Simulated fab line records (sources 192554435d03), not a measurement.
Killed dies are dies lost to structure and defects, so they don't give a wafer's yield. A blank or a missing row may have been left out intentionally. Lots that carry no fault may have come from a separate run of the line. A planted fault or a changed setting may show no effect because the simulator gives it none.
Comparing a struck lot with a sound one    flow n5-finfet    36 steps out of a route of 1938
Sound: these wafers, L129.3, L129.4, L129.5. Struck: wafer L144.3. Last of all comes the cause.
Per side, at each step with rows, come the tool, then ch with its chambers, and then its first start. Under that, the readings that differ: sound wafers    struck wafers    difference of the means    sigmas: that difference in standard deviations of wafers without a fault.
alike: same words and numbers on both sides, and readings whose means sit less than 2 such deviations apart. not compared: any withheld reading, any reading some wafer has no value for, any bound like >300 that may hide the same value, and any number with overlapping values for which the record gives no deviation.
A row with sigmas, a row that says differs or no value, or rows on one side alone: a step with any of these is where the two part. When numbers do not overlap yet have no deviation, they are printed without sigmas and do not part them. Lack of a reading on every wafer of one side parts them only where that side has two or more wafers.

first, 1 step without rows for these wafers: N5_DUMMY_REMOVAL_HM_STRIP_01 (strips SiNx in CH3F/O2, stops on poly-Si, target depth 4 nm, time 6.8 s).
N5_DUMMY_REMOVAL_STRIP_10: strips in N2/H2, time 40 s.
  sound on rie-diel-01 ch 0,1,2, day 5 05:19; struck on rie-diel-05 ch 1, day 9 03:39
reading                      sound        struck  difference  sigmas
drypump-motor-current-A (A)  5.6 5.2 5.0  6.7     +1.4        +2
  alike: bias-power-w, oes-product-au, rf-vpp-V, showerhead-plenum-p-Torr, throttle-valve-pct
  not compared: rf-hours-counter-h
then, 2 steps without rows for these wafers: N5_DUMMY_REMOVAL_PRECLEAN_07 (cleans in dHF, time 30 s); N5_DUMMY_REMOVAL_DUMMY_REMOVE_02 (chemistry TMAH, target poly-Si, stops on SiO2, target depth 142 nm, time 57 s, rinse time 30 s).
N5_DUMMY_REMOVAL_INSPECT_06: inspects for defects (brightfield).
  sound: defect-inspect-02 at day 5 05:29; struck: defect-inspect-02 at day 9 03:49
  alike: raw-defect-count
then, 5 steps without rows for these wafers: N5_DUMMY_REMOVAL_PRECLEAN_08 (cleans in NF3:NH3, afs cycles 2, time 20 s, sublimation time 60 s); N5_DUMMY_REMOVAL_PRECLEAN_04 (cleans in DHF, time 37 s); N5_DUMMY_REMOVAL_SRD_05 (time 30 s); N5_HKMG_FIN_IL_REGROW_00 (material SiO2, chemistry O3, target thk 0.75 nm, time 30 s); N5_HKMG_FIN_HK_ALD_01 (deposits HfO2, target thk 1.6 nm, pulse time 3 s, purge time 3 s).
N5_HKMG_FIN_HK_ANNEAL_02: time 30 s.
  sound on rtp-anneal-02 ch 0, day 5 06:05; struck on rtp-anneal-01 ch 0, day 9 04:29
reading           sound              struck  difference  sigmas
wafer_temp_C_max  703.9 703.6 702.2  704.8   +1.6        +2
  alike: lamp-power-pct, lamp_zone_1_pct
N5_HKMG_FIN_ALD_74: deposits La2O3, target thk 0.5 nm, pulse time 6 s, co reactant pulse time 1 s.
  sound on ald-hk-03 ch 0,1,2, day 5 06:15; struck on ald-hk-02 ch 3, day 9 04:45
  alike: heater-power-w, precursor-pulse-height-rel
N5_HKMG_FIN_ALD_75: deposits Al2O3, target thk 1 nm, co reactant pulse time 1 s.
  sound on ald-hk-03 ch 0,1,2, day 5 06:19; struck on ald-hk-02 ch 3, day 9 04:50
reading                                     sound  struck  difference  sigmas
model.Al2O3_of_HKMG_FIN_ALD_75.thk-nm (nm)  1 1 1  1.4     +0.4        
  alike: heater-power-w, precursor-pulse-height-rel
then, 8 steps without rows for these wafers: N5_HKMG_FIN_COAT_41 (time 60 s, resist thk 300 nm); N5_HKMG_FIN_COAT_42 (time 60 s, resist thk 35 nm); N5_HKMG_FIN_COAT_43 (resist thk 90 nm); N5_HKMG_FIN_EBR_45; N5_HKMG_FIN_SOFTBAKE_44 (time 60 s); N5_HKMG_FIN_EXPOSE_46 (exposes mask NDIPOLE); N5_HKMG_FIN_PEB_47 (peb time 60 s); N5_HKMG_FIN_DEVELOP_48 (develop time 30 s).
N5_HKMG_FIN_CD_MEAS_49: the cd target is 202 nm.
  sound on cd-sem-03 ch 0, day 5 06:40; struck on cd-sem-01 ch 0, day 9 05:18
  alike: cd-nm
N5_HKMG_FIN_OVL_MEAS_50:
  sound on overlay-01 ch 0, day 5 06:41; struck on overlay-01 ch 0, day 9 05:19
  alike: NDIPOLE_OVL
N5_HKMG_FIN_INSPECT_61: inspects for defects (macro).
  sound: defect-inspect-02 at day 5 06:43; struck: defect-inspect-02 at day 9 05:21
reading           sound  struck  difference  sigmas
raw-defect-count  1 5 1  6       +4          +2
N5_HKMG_FIN_DESCUM_53: chemistry O2, time 7.9 s.
  sound on rie-diel-02 ch 1,3, day 5 07:00; struck on rie-diel-04 ch 2, day 9 05:23
  alike: bias-power-w, drypump-motor-current-A, oes-product-au, rf-vpp-V, showerhead-plenum-p-Torr, throttle-valve-pct
  not compared: rf-hours-counter-h
then, 7 steps without rows for these wafers: N5_HKMG_FIN_ETCH_54 (etches SiARC in CF4, target depth 45.5 nm, time 75.8 s); N5_HKMG_FIN_ETCH_55 (etches SOC in N2/H2, target depth 240 nm, time 300 s); N5_HKMG_FIN_STRIP_56 (strips in N2/H2); N5_HKMG_FIN_STRIP_57 (strips in CF4); N5_HKMG_FIN_ETCH_58 (etches SOC in N2/H2, target depth 215.8 nm, time 741 s); N5_HKMG_FIN_STRIP_93 (strips SOC in N2/H2, time 20 s); N5_HKMG_FIN_WET_ETCH_76 (etches Al2O3 in dNH4OH, stops on La2O3, target depth 2.25 nm, rinse time 30 s).
N5_HKMG_FIN_STRIP_60: strips in N2/H2, time 360 s.
  sound on plasma-asher-02 ch 0,1, day 5 08:01; struck on plasma-asher-01 ch 1, day 9 06:23
reading             sound        struck  difference  sigmas
heater-power-w (W)  507 498 495  468     -32         -2
  alike: drypump-motor-current-A
  not compared: rf-hours-counter-h
N5_HKMG_FIN_WET_ETCH_77: etches La2O3 in dHCl, stops on HfO2, target depth 2 nm.
  sound on wet-bench-06 ch 3,4,5, day 5 08:16; struck on wet-bench-06 ch 5, day 9 06:39
reading                                     sound  struck  difference  sigmas
model.Al2O3_of_HKMG_FIN_ALD_75.thk-nm (nm)  1 1 1  1.4     +0.4        
then, 2 steps without rows for these wafers: N5_HKMG_FIN_WET_ETCH_78 (etches Al2O3 in dNH4OH, stops on La2O3, target depth 4.5 nm, rinse time 30 s); N5_PASSIVATION_PROBE_49.

## WHERE THEY PART
First at N5_DUMMY_REMOVAL_STRIP_10; last, within this record, at N5_HKMG_FIN_STRIP_60.

WHY: whatever the simulator had introduced
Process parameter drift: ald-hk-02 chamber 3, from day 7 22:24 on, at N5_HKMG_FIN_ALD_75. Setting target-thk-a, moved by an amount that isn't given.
